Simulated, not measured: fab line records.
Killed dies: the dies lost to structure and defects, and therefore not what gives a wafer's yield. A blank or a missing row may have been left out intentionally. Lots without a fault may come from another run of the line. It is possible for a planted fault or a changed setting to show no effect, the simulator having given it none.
Chamber matching	flow n5Finfet	N5_BEOL_M9_ALD_74 on aldMetal-02 has 4 sister chambers
The step deposits TaN, target thk 2 nm, pulse time 2 s, purge time 3 s. 8 wafers are shown with their chamber, then 10 later ones without.

== WAFERS PAIRED WITH THEIR CHAMBERS ==
wafer	chamber	heaterPowerOuterW (W)	heaterPowerW (W)
L079.5	2	260	466
L084.2	3	254	438
L084.3	1	198	380
L087.1	2	260	467
L087.3	0	230	465
L087.5	0	221	450
L086.1	3	245	426
L086.2	1	197	393

== WAFERS WHOSE CHAMBER IS MISSING ==
wafer	heaterPowerOuterW (W)	heaterPowerW (W)
L086.3	231	465
L089.1	263	454
L089.2	244	429
L089.5	201	386
L088.2	256	434
L088.3	257	445
L088.5	232	453
L096.3	244	444
L096.4	196	372
L096.5	212	416

== EACH ONE'S CHAMBER ==
wafer	from the rows above	in truth
L086.3	0	0
L089.1	2	2
L089.2	3	3
L089.5	1	1
L088.2	3	3
L088.3	can't be placed: 3 or 2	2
L088.5	0	0
L096.3	3	3
L096.4	1	1
L096.5	can't be placed: 1 or 0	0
8 of 10 placed correctly. Not placeable from these rows: 2 (in 2, the candidates include the true chamber). Number placed wrongly: 0.
How it was worked out, from the rows above alone: a wafer's distance from a chamber is the root of the sum, over the readings, of the square of ((its reading less the chamber's mean) divided by the reading's scatter). If the next closest chamber is less than 2 further off than the closest, the wafer can't be placed; otherwise it belongs to the closest. For every chamber, the mean is computed from those of its wafers that are shown. The scatter is the square root of a quotient: the sum, over the shown wafers, of each reading's squared deviation from its chamber's mean, divided by wafers minus chambers.
